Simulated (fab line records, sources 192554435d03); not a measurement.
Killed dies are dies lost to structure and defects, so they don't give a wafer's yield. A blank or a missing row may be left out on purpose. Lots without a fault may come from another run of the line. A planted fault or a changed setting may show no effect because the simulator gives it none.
Which tool did it? | flow n5_finfet | 24 lots, 72 wafers sampled, at 1 step of a route of 1938

WHAT THE GAUGES READ, wafer by wafer
N5_FIN_SAQP_THK_MEAS_05.
lot  | measured    | on            | thk_nm (nm)
L074 | day 1 21:23 | film_metro-01 | 39.3 38.6 37.6
L075 | day 2 03:31 | film_metro-02 | 37.4 38.2 38.1
L076 | day 2 09:59 | film_metro-01 | 37.5 38.9 38.3
L077 | day 2 15:00 | film_metro-01 | 37.6 37.8 38.4
L078 | day 2 22:55 | film_metro-02 | 36.7 39.0 37.8
L079 | day 3 03:59 | film_metro-02 | 37.9 37.2 37.4
L080 | day 3 11:37 | film_metro-02 | 38.0 37.8 38.3
L081 | day 3 16:32 | film_metro-02 | 38.5 38.7 38.3
L082 | day 3 22:50 | film_metro-01 | 38.0 38.9 37.8
L083 | day 4 03:32 | film_metro-01 | 38.2 38.8 38.5
L084 | day 4 09:10 | film_metro-01 | 38.3 37.9 38.3
L085 | day 4 16:16 | film_metro-01 | 37.7 38.6 38.0
L086 | day 4 22:22 | film_metro-01 | 38.3 37.8 38.3
L087 | day 5 04:01 | film_metro-01 | 37.5 39.3 38.5
L088 | day 5 10:22 | film_metro-01 | 37.9 39.0 37.9
L089 | day 5 15:06 | film_metro-02 | 38.2 38.0 38.4
L090 | day 5 21:52 | film_metro-02 | 38.5 39.4 39.1
L091 | day 6 03:10 | film_metro-02 | 37.9 38.3 38.1
L092 | day 6 09:02 | film_metro-01 | 38.4 38.0 38.5
L093 | day 6 15:35 | film_metro-01 | 37.2 37.5 38.6
L094 | day 6 22:29 | film_metro-01 | 38.2 38.6 38.7
L095 | day 7 03:17 | film_metro-01 | 37.8 38.8 38.4
L096 | day 7 08:45 | film_metro-02 | 37.9 38.3 38.9
L097 | day 7 16:43 | film_metro-01 | 37.6 37.3 38.4

WHICH TOOL RAN EACH LOT (tool, then ch and the chambers of the sampled wafers, then the start)
The record holds no process step before these readings.

WHAT THE TOOLS THEMSELVES READ (means of the sampled wafers that have a number; where no wafer has one, the mark that the record gives instead)
The record holds no such reading with a usual standard deviation.

THE ANSWER, worked out from the rows above alone
Rule: what is usual is taken from the lots themselves. Put in order of their means at a reading, lots are off if they are a third of the lots or fewer, leave a main group of 4 or more, and stand apart from it by a gap of 3 or more times the standard deviation of the main group's means; of several such gaps the widest counts. A main group whose means are all the same, to the digits that the tables above print for the reading, isn't used. A lot without any number at a reading at which 4 lots or more have one is off too. The other lots that the step has rows for count as sound. The gauges are gone through in route order, then the tools' own readings, and for those a lot's mean is taken as printed above. The first step at which some lot is off is used, and at that step the reading that is off furthest; a lot without a number counts as furthest.
No lot is off at any reading shown: from this, nothing can be told.

WHAT THE SIMULATOR HAD PUT IN
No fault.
